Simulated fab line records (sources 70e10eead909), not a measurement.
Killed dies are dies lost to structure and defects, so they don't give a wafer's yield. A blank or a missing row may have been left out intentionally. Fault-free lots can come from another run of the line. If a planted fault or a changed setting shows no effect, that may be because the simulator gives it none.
Chamber matching    flow nand-harc    cmp-02 running NHARC_A_M0_CMP_23: 4 sister chambers
The step polishes, t overpolish 20 s, target thk 113.75 nm. 8 wafers are shown with their chamber, then 10 later ones without.

== WAFERS PAIRED WITH THEIR CHAMBERS ==
wafer   chamber  motor-current-A (A)  time-to-endpoint-s (s)
L081.3  1        11.7                 36.6
L078.1  2        13.5                 33.5
L078.5  3        13.1                 26.3
L083.1  2        13.2                 29.8
L083.2  3        13.0                 29.0
L083.4  0        10.3                 31.0
L079.1  1        11.8                 33.8
L079.3  0        11.1                 29.1

== WAFERS WHOSE CHAMBER IS MISSING ==
wafer   motor-current-A (A)  time-to-endpoint-s (s)
L079.5  13.0                 32.2
L090.1  10.3                 27.2
L090.3  13.5                 30.3
L090.5  10.4                 28.4
L092.1  10.5                 28.0
L092.5  10.4                 25.6
L092.6  10.6                 31.0
L093.1  13.2                 26.7
L093.2  10.5                 25.8
L093.5  11.8                 32.3

== EACH ONE'S CHAMBER ==
wafer    from the rows above       in truth
L079.5   can't be placed: 2 or 3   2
L090.1   0                         0
L090.3   can't be placed: 2 or 3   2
L090.5   0                         0
L092.1   0                         0
L092.5   0                         0
L092.6   0                         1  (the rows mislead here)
L093.1   can't be placed: 3 or 2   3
L093.2   0                         0
L093.5   1                         1
6 of 10 placed correctly. These rows do not allow placing 3 (true chamber among the candidates in 3). 1 placed wrongly.
How it was worked out, from the rows above alone: a wafer's distance from a chamber is the root of the sum, over the readings, of the square of ((its reading less the chamber's mean) divided by the reading's scatter). If the next closest chamber is less than 2 further off than the closest, the wafer can't be placed; otherwise it belongs to the closest. Each chamber's mean is taken over the wafers shown for it. The scatter is the square root of a quotient: the sum, over the shown wafers, of each reading's squared deviation from its chamber's mean, divided by wafers minus chambers.
